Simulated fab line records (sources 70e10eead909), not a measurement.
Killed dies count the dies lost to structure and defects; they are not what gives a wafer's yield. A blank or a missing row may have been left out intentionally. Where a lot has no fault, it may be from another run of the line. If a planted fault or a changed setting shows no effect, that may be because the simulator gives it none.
Check of tool commonality	flow nandHarc	9 wafers sampled across 3 lots

## WHAT PROMPTED THE OPENING
On 2 of the 3 lots, a flag is raised at NHARC_END_SORT_01 on the reading killedAtArray. Wafers without a fault read 58, standard deviation 20.
Rule: a lot is flagged in two cases, either no wafer of it has a number, or all its wafers with numbers fall more than 4 standard deviations from that mean. As for the other lots, they are considered sound.

lot	measured	on	killedAtArray, wafer by wafer	flag
L659	day 28 09:01	prober-02	674 673 674	FLAGGED
L661	day 29 02:30	prober-01	675 672 670	FLAGGED
L667	day 31 19:05	prober-01	39 42 58	
Average over the flagged lots: 673; offset from the usual +615, equal to +31 standard deviations.

## WHICH TOOL RAN EACH LOT
Before the reading, the record contains 4 process steps out of a 1302-step route. Each cell gives the tool, then ch followed by the chambers the sampled wafers passed through, then the start.
lot	flag	NHARC_A_STAIRCASE_DESCUM_11	NHARC_A_STAIRCASE_ETCH_13	NHARC_A_STAIRCASE_TRIM_20	NHARC_A_STAIRCASE_ETCH_27
L659	FLAGGED	rieDiel-13 ch 2,3, day 18 18:58	rieDiel-13 ch 0,3, day 18 20:13 or earlier	rieDiel-01 ch 0,2,3, day 18 20:13	rieDiel-01 ch 0,1, day 28 09:01 or earlier
L661	FLAGGED	rieDiel-06 ch 0,2,3, day 20 00:34	rieDiel-06 ch 2,3, day 20 01:52 or earlier	rieDiel-01 ch 1,2,3, day 20 01:52	rieDiel-01 ch 2,3, day 29 02:30 or earlier
L667		rieDiel-13 ch 2,3, day 22 07:31	rieDiel-13 ch 2,3, day 22 09:36 or earlier	rieDiel-06 ch 2,3, day 22 09:36	rieDiel-06 ch 0,1,2, day 31 19:05 or earlier
These steps, and what they do:
- NHARC_A_STAIRCASE_DESCUM_11: chemistry O2, time 3 s.
- NHARC_A_STAIRCASE_ETCH_13: etches the open film in C4F8/O2, target depth 100 nm, time 40.5 s.
- NHARC_A_STAIRCASE_TRIM_20: chemistry O2, time 211.2 s.
- NHARC_A_STAIRCASE_ETCH_27: etches the open film in C4F8/O2, target depth 100 nm, time 40.5 s.
- NHARC_END_SORT_01

## FLAGGED OVER TOTAL, TOOL BY TOOL (the gauges that took the reading come last)
step	tool	lots run	flagged	share of the flagged lots	sound lots run after its first flagged lot
NHARC_A_STAIRCASE_DESCUM_11	rieDiel-06	1	1	some	0
NHARC_A_STAIRCASE_DESCUM_11	rieDiel-13	2	1	some	1 (L667)
NHARC_A_STAIRCASE_ETCH_13	rieDiel-06	1	1	some	0
NHARC_A_STAIRCASE_ETCH_13	rieDiel-13	2	1	some	1 (L667)
NHARC_A_STAIRCASE_TRIM_20	rieDiel-01	2	2	all	0
NHARC_A_STAIRCASE_TRIM_20	rieDiel-06	1	0	none	-
NHARC_A_STAIRCASE_ETCH_27	rieDiel-01	2	2	all	0
NHARC_A_STAIRCASE_ETCH_27	rieDiel-06	1	0	none	-
NHARC_END_SORT_01	prober-01	2	1	some	1 (L667)
NHARC_END_SORT_01	prober-02	1	1	some	0
With no start given for some of its lots, NHARC_A_STAIRCASE_ETCH_13 uses the hours and lot order of NHARC_A_STAIRCASE_TRIM_20. With no start given for some of its lots, NHARC_A_STAIRCASE_ETCH_27 uses the hours and lot order of NHARC_END_SORT_01.

## WHAT THE TABLE PERMITS
Rows of the table that ran all the flagged lots, 2 in number: rieDiel-01 at NHARC_A_STAIRCASE_TRIM_20; rieDiel-01 at NHARC_A_STAIRCASE_ETCH_27.
- rieDiel-01 at NHARC_A_STAIRCASE_TRIM_20 ran 2 lots, 2 of them flagged. Because this sample shows no sound lot run on it before its first flagged lot, the start cannot be pinned down more closely. Its own readings lie more than 4 standard deviations out on every wafer of the flagged lots: runLengthS.
- rieDiel-01 at NHARC_A_STAIRCASE_ETCH_27 ran 2 lots, 2 of them flagged. Because this sample shows no sound lot run on it before its first flagged lot, the start cannot be pinned down more closely.
What remains is a single tool, rieDiel-01 at NHARC_A_STAIRCASE_TRIM_20 and NHARC_A_STAIRCASE_ETCH_27.

## WHAT THE SIMULATOR HAD INSERTED
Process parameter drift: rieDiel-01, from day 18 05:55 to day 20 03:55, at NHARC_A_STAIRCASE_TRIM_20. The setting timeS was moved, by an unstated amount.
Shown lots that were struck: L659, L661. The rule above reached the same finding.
